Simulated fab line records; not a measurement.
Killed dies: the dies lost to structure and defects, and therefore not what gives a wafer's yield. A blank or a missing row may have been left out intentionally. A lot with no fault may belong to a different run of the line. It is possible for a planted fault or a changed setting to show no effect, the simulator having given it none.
What tool caused it? | flow n5-finfet | Sampling: 7 lots, 21 wafers, 8 of 1938 route steps

WHAT EACH GAUGE READ, for each wafer
N5_BEOL_M13_INSPECT_30: inspects for defects (macro).
lot  | measured     | on                | raw-defect-count
L574 | day 11 08:47 | defect-inspect-02 | 2 3 0
L573 | day 11 10:07 | defect-inspect-01 | 2 0 1
L576 | day 12 01:33 | defect-inspect-01 | 4 1 4
L579 | day 12 15:49 | defect-inspect-02 | 2 1 0
L582 | day 13 20:07 | defect-inspect-02 | 3 2 1
L584 | day 13 20:37 | defect-inspect-01 | 1 2 0
L585 | day 14 00:29 | defect-inspect-02 | 2 2 0

N5_BEOL_M13_OCD_MEAS_35.
lot  | measured     | on     | trench-depth-nm (nm)
L574 | day 11 09:24 | ocd-02 | 415 423 413
L573 | day 11 10:49 | ocd-01 | 427 420 430
L576 | day 12 02:28 | ocd-01 | 470 462 469
L579 | day 12 16:25 | ocd-02 | 463 460 461
L582 | day 13 20:43 | ocd-02 | 401 411 399
L584 | day 13 21:17 | ocd-01 | 419 422 414
L585 | day 14 01:09 | ocd-01 | 421 416 417

N5_BEOL_M13_THK_MEAS_50: measures by xrf.
lot  | measured     | on            | M13_THK (nm)
L574 | day 11 10:50 | film-metro-02 | 426 438 428
L573 | day 11 12:52 | film-metro-02 | 436 428 439
L576 | day 12 05:17 | film-metro-02 | 479 476 483
L579 | day 12 20:07 | film-metro-02 | 478 474 477
L582 | day 14 01:49 | film-metro-01 | 408 418 406
L584 | day 14 02:06 | film-metro-02 | 431 435 425
L585 | day 14 05:18 | film-metro-02 | 428 426 428

N5_BEOL_M13_RS_MEAS_54: measures by four-point-probe.
lot  | measured     | on            | M13_RS (ohm/sq)
L574 | day 11 11:09 | film-metro-02 | 0.0448 0.0436 0.0447
L573 | day 11 12:59 | film-metro-02 | 0.0435 0.0444 0.0433
L576 | day 12 05:25 | film-metro-02 | 0.0394 0.0402 0.0394
L579 | day 12 20:14 | film-metro-02 | 0.0401 0.0405 0.0402
L582 | day 14 01:57 | film-metro-02 | 0.0465 0.0454 0.0466
L584 | day 14 02:14 | film-metro-01 | 0.0441 0.0438 0.0449
L585 | day 14 05:26 | film-metro-02 | 0.0440 0.0445 0.0443

N5_BEOL_M15_RC_MEAS_101.
lot  | measured     | on        | COMB_M10 (S/m)          | COMB_M11 (S/m)             | COMB_M12 (S/m)          | COMB_M13 (S/m)          | COMB_M14 (S/m)          | COMB_M15 (S/m)          | COMB_M5 (S/m)           | COMB_M6 (S/m)           | COMB_M7 (S/m)           | COMB_M8 (S/m)           | COMB_M9 (S/m)           | SERP_M10 (ohm/um) | SERP_M11 (ohm/um) | SERP_M12 (ohm/um) | SERP_M12_max_site (ohm/um) | SERP_M13 (ohm/um) | SERP_M13_max_site (ohm/um) | SERP_M14 (ohm/um) | SERP_M5 (ohm/um) | SERP_M6 (ohm/um) | SERP_M7 (ohm/um) | SERP_M8 (ohm/um) | SERP_M9 (ohm/um) | SERP_M9_max_site (ohm/um)
L574 | day 11 21:28 | prober-02 | 1.2e-11 1.9e-11 1.3e-11 | 1.97e-11 1.39e-11 1.32e-11 | 3.9e-12 5e-12 5.9e-12   | 5.1e-12 3.5e-12 3.3e-12 | 3.9e-12 2.7e-12 2e-12   | 1.6e-12 1.4e-12 2.2e-12 | 4e-11 3e-11 4.3e-11     | 3.1e-11 2.8e-11 2.4e-11 | 3.5e-11 2.8e-11 3.2e-11 | 2.8e-11 2.1e-11 2.6e-11 | 1.8e-11 1.2e-11 2.1e-11 | 2.93 3.01 2.99    | 3.00 3.16 3.08    | 0.626 0.654 0.623 | 0.647 0.666 0.631          | 0.308 0.299 0.308 | 0.311 0.303 0.310          | 0.154 0.159 0.159 | 40.1 36.8 37.3   | 13.0 13.8 13.0   | 12.9 14.2 13.7   | 14.4 13.6 13.9   | 3.15 3.10 3.04   | 3.20 3.18 3.16
L573 | day 12 04:41 | prober-02 | 9e-12 1.6e-11 9e-12     | 1.14e-11 1.78e-11 1.39e-11 | 5.8e-12 4.7e-12 5.1e-12 | 3.7e-12 2.5e-12 5.1e-12 | 2.6e-12 1.5e-12 2e-12   | 3.3e-12 2.5e-12 2.7e-12 | 2.6e-11 3e-11 3.3e-11   | 2.8e-11 3.2e-11 3.1e-11 | 2.3e-11 2.2e-11 1.8e-11 | 2.6e-11 2.8e-11 2.1e-11 | 1.3e-11 1.2e-11 1.5e-11 | 3.11 3.15 2.98    | 2.94 2.93 2.99    | 0.607 0.666 0.626 | 0.614 0.681 0.645          | 0.299 0.304 0.299 | 0.302 0.307 0.306          | 0.159 0.154 0.165 | 42.5 41.1 39.8   | 12.7 14.1 12.5   | 14.1 14.3 13.6   | 13.1 13.2 12.9   | 3.08 3.25 3.12   | 3.15 3.37 3.17
L576 | day 12 18:50 | prober-01 | 1.2e-11 1.9e-11 1.1e-11 | 9.5e-12 1.09e-11 1.66e-11  | 3.6e-12 4.6e-12 6.4e-12 | 4e-12 5.6e-12 4.1e-12   | 2.1e-12 3.6e-12 2.3e-12 | 2.8e-12 2.8e-12 2.3e-12 | 1.7e-11 2.4e-11 2.5e-11 | 2.3e-11 2.3e-11 2.5e-11 | 1.7e-11 2.4e-11 1.7e-11 | 2.5e-11 2.4e-11 2.7e-11 | 1.5e-11 1.2e-11 1.5e-11 | 3.11 3.01 3.10    | 2.95 3.16 3.11    | 0.639 0.659 0.630 | 0.657 0.675 0.640          | 0.275 0.279 0.273 | 0.279 0.280 0.276          | 0.159 0.163 0.162 | 38.1 36.5 36.5   | 13.6 13.5 13.5   | 13.7 13.6 13.0   | 13.7 14.1 13.7   | 3.10 2.97 3.00   | 3.25 3.06 3.09
L579 | day 13 08:59 | prober-02 | 1.3e-11 1.4e-11 1.5e-11 | 1.4e-11 1.26e-11 1.22e-11  | 4.1e-12 7e-12 5e-12     | 3.1e-12 3.6e-12 3.1e-12 | 2.9e-12 3.5e-12 4e-12   | 1.1e-12 1.5e-12 1.9e-12 | 4.2e-11 5.4e-11 5.2e-11 | 2.6e-11 2.3e-11 2.1e-11 | 2.2e-11 2.1e-11 2.7e-11 | 1.8e-11 1.5e-11 2e-11   | 1.4e-11 1.5e-11 1e-11   | 2.94 2.95 3.03    | 2.99 3.10 3.02    | 0.655 0.618 0.604 | 0.667 0.636 0.619          | 0.272 0.279 0.279 | 0.275 0.284 0.279          | 0.161 0.160 0.153 | 39.0 40.3 41.6   | 12.9 13.0 12.2   | 14.4 14.6 14.3   | 13.0 14.0 13.8   | 2.93 2.95 2.98   | 3.14 3.12 3.03
L582 | day 14 11:29 | prober-02 | 1.3e-11 1.3e-11 1.1e-11 | 1.34e-11 1.59e-11 1.43e-11 | 5.6e-12 5.8e-12 5.8e-12 | 4.5e-12 3.2e-12 3.8e-12 | 3.2e-12 3.2e-12 3.5e-12 | 1.6e-12 1.7e-12 1.5e-12 | 4.2e-11 3.8e-11 3.7e-11 | 2.4e-11 2e-11 2.1e-11   | 2.3e-11 2.4e-11 3.1e-11 | 2.5e-11 2.6e-11 2.8e-11 | 1.2e-11 1.3e-11 1.6e-11 | 3.01 3.03 3.05    | 3.02 3.12 3.25    | 0.629 0.634 0.632 | 0.646 0.644 0.641          | 0.322 0.313 0.322 | 0.324 0.317 0.325          | 0.164 0.161 0.162 | 38.0 37.3 38.7   | 13.4 13.5 13.4   | 13.8 13.6 13.9   | 13.3 14.0 13.9   | 3.00 2.98 2.93   | 3.14 3.02 2.96
L584 | day 14 12:52 | prober-01 | 1.5e-11 1.6e-11 1.8e-11 | 9.7e-12 1.3e-11 1.13e-11   | 7.4e-12 5.2e-12 5.9e-12 | 3.3e-12 3.5e-12 3.4e-12 | 3.3e-12 2.6e-12 4.2e-12 | 1.5e-12 2.2e-12 2.4e-12 | 4.5e-11 4.6e-11 3.9e-11 | 2.1e-11 2.2e-11 2.5e-11 | 2.3e-11 2e-11 2.6e-11   | 2.4e-11 2.7e-11 2.4e-11 | 8e-12 1.3e-11 1.2e-11   | 3.00 2.99 3.16    | 3.16 3.01 3.30    | 0.647 0.635 0.612 | 0.659 0.643 0.620          | 0.302 0.305 0.312 | 0.307 0.308 0.315          | 0.161 0.158 0.166 | 36.7 36.5 38.4   | 12.7 13.4 13.4   | 13.9 14.2 13.8   | 12.6 13.2 13.5   | 3.07 2.98 3.11   | 3.23 3.03 3.20
L585 | day 14 17:42 | prober-02 | 1.5e-11 1.1e-11 1.4e-11 | 1.77e-11 1.54e-11 1.36e-11 | 4e-12 5.5e-12 4.3e-12   | 3.9e-12 3.5e-12 4.4e-12 | 4.4e-12 3.5e-12 4.3e-12 | 1.3e-12 2.1e-12 2.4e-12 | 1.7e-11 2.3e-11 4e-11   | 1.9e-11 2.8e-11 2.3e-11 | 2.1e-11 2.5e-11 1.8e-11 | 1.6e-11 2.2e-11 2e-11   | 1.8e-11 1.3e-11 1.1e-11 | 3.20 3.04 3.15    | 2.97 3.03 3.08    | 0.622 0.616 0.613 | 0.644 0.627 0.629          | 0.298 0.313 0.306 | 0.302 0.318 0.310          | 0.161 0.157 0.160 | 35.8 39.6 37.1   | 12.9 14.1 13.3   | 13.5 13.9 13.7   | 13.5 13.5 13.6   | 3.06 2.98 3.06   | 3.11 3.08 3.12

WHICH TOOL RAN EACH LOT (tool, then ch and the chambers of the sampled wafers, then the start)
lot  | N5_BEOL_M12_DEP_53              | N5_BEOL_M13_VIA_ETCH_16            | N5_BEOL_M13_TRENCH_ETCH_34
L574 | pecvd-04 ch 0,1, day 11 06:35   | rie-diel-03 ch 1,3, day 11 07:29   | rie-diel-05 ch 2,3, day 11 09:13
L573 | pecvd-01 ch 1,2, day 11 08:25   | rie-diel-03 ch 0,1,3, day 11 09:12 | rie-diel-05 ch 1,2, day 11 10:38
L576 | pecvd-04 ch 0,1, day 11 23:51   | rie-diel-03 ch 1,2,3, day 12 00:43 | rie-diel-05 ch 1,2,3, day 12 02:17
L579 | pecvd-02 ch 1,2, day 12 12:17   | rie-diel-06 ch 1,2,3, day 12 14:52 | rie-diel-05 ch 0,3, day 12 16:15
L582 | pecvd-02 ch 0,1, day 13 18:31   | rie-diel-03 ch 0,1, day 13 19:17   | rie-diel-06 ch 0,1, day 13 20:33
L584 | pecvd-02 ch 0,1,2, day 13 18:49 | rie-diel-05 ch 0,1,3, day 13 19:40 | rie-diel-06 ch 2,3, day 13 21:06
L585 | pecvd-01 ch 0,1, day 13 22:47   | rie-diel-06 ch 0,3, day 13 23:32   | rie-diel-03 ch 1,2, day 14 00:58
- N5_BEOL_M12_DEP_53: deposits SiCN from 3MS/NH3, target thk 30 nm, time 10.5 s.
- N5_BEOL_M13_VIA_ETCH_16: etches SiOC in C4F8/O2/Ar, target depth 921.7 nm.
- N5_BEOL_M13_TRENCH_ETCH_34: etches SiOC in C4F8/O2/Ar, target depth 413.47 nm, time 162.6 s.

AS READ BY THE TOOLS THEMSELVES (means over the sampled wafers that have a number; for cases with no such wafer, the mark the record gives instead)
N5_BEOL_M12_DEP_53.
lot  | tool     | chamber-pressure-Torr (Torr) | showerhead-plenum-p-Torr (Torr) | throttle-valve-pct (%)
L574 | pecvd-04 | 2.997                        | 4.143                           | 18.6
L573 | pecvd-01 | 3.002                        | 4.165                           | 17.7
L576 | pecvd-04 | 3.004                        | 4.149                           | 18.5
L579 | pecvd-02 | 2.994                        | 4.132                           | 18.0
L582 | pecvd-02 | 3.005                        | 4.140                           | 18.2
L584 | pecvd-02 | 3.002                        | 4.142                           | 17.4
L585 | pecvd-01 | 3.003                        | 4.147                           | 17.6

N5_BEOL_M13_VIA_ETCH_16.
lot  | tool        | drypump-motor-current-A (A) | oes-product-au (a.u.) | rf-vpp-V (V) | showerhead-plenum-p-Torr (Torr) | throttle-valve-pct (%)
L574 | rie-diel-03 | 5.9                         | 0.64                  | 661          | 3.31                            | 24.39
L573 | rie-diel-03 | 5.6                         | 0.64                  | 663          | 3.35                            | 24.38
L576 | rie-diel-03 | 5.7                         | 0.69                  | 665          | 3.43                            | 24.31
L579 | rie-diel-06 | 5.8                         | 0.68                  | 666          | 3.45                            | 24.26
L582 | rie-diel-03 | 5.7                         | 0.62                  | 664          | 3.32                            | 24.38
L584 | rie-diel-05 | 5.9                         | 0.68                  | 666          | 3.41                            | 24.20
L585 | rie-diel-06 | 5.8                         | 0.72                  | 666          | 3.44                            | 24.49

N5_BEOL_M13_TRENCH_ETCH_34.
lot  | tool        | drypump-motor-current-A (A) | oes-product-au (a.u.) | rf-vpp-V (V) | showerhead-plenum-p-Torr (Torr) | throttle-valve-pct (%)
L574 | rie-diel-05 | 5.95                        | 0.86                  | 669          | 3.56                            | 24.27
L573 | rie-diel-05 | 5.63                        | 0.81                  | 666          | 3.43                            | 23.96
L576 | rie-diel-05 | 5.82                        | 0.81                  | 668          | 3.48                            | 24.07
L579 | rie-diel-05 | 5.94                        | 0.78                  | 665          | 3.38                            | 24.43
L582 | rie-diel-06 | 5.87                        | 0.70                  | 666          | 3.48                            | 24.35
L584 | rie-diel-06 | 5.71                        | 0.79                  | 665          | 3.42                            | 24.34
L585 | rie-diel-03 | 5.99                        | 0.75                  | 664          | 3.37                            | 24.33

THE ANSWER, worked out from the rows above alone
Rule: the usual values come from the lots themselves. Put in order of their means at a reading, lots are off if they are a third of the lots or fewer, leave a main group of 4 or more, and stand apart from it by a gap of 3 or more times the standard deviation of the main group's means; of several such gaps the widest counts. The tables above print the reading to a certain number of digits; a main group whose means all agree to those digits is not used. Also off: a lot with no number at a reading for which 4 or more lots have one. All remaining lots with rows at the step are treated as sound. After the gauges, taken in route order, come the tools' own readings; for these a lot's mean is taken, as printed above. At the first step where some lot is off, the reading lying furthest off is the one used; lots without a number count as furthest.
Off: L576, L579 (N5_BEOL_M13_OCD_MEAS_35, trench-depth-nm). Main group: mean 417 nm, sd 7.1.
If a tool, at a process step before that reading, ran all the lots that are off and no sound lot after the first of them, it fits. The gauges at N5_BEOL_M13_OCD_MEAS_35 aren't tried: what is off there is off at N5_BEOL_M13_THK_MEAS_50 too, on other tools, and a gauge's error can't cause that. One fits: rie-diel-05 at N5_BEOL_M13_TRENCH_ETCH_34. Its last sound lot is L573 (day 11 10:38), its first lot that is off L576 (day 12 02:17): a fault that began between those two fits.

WHAT THE SIMULATOR HAD INSERTED
Process parameter drift: rie-diel-05, from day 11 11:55 on, at N5_BEOL_M13_TRENCH_ETCH_34. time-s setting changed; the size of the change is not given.
Struck lots among those shown: L576, L579. This agrees with what the rule above found.
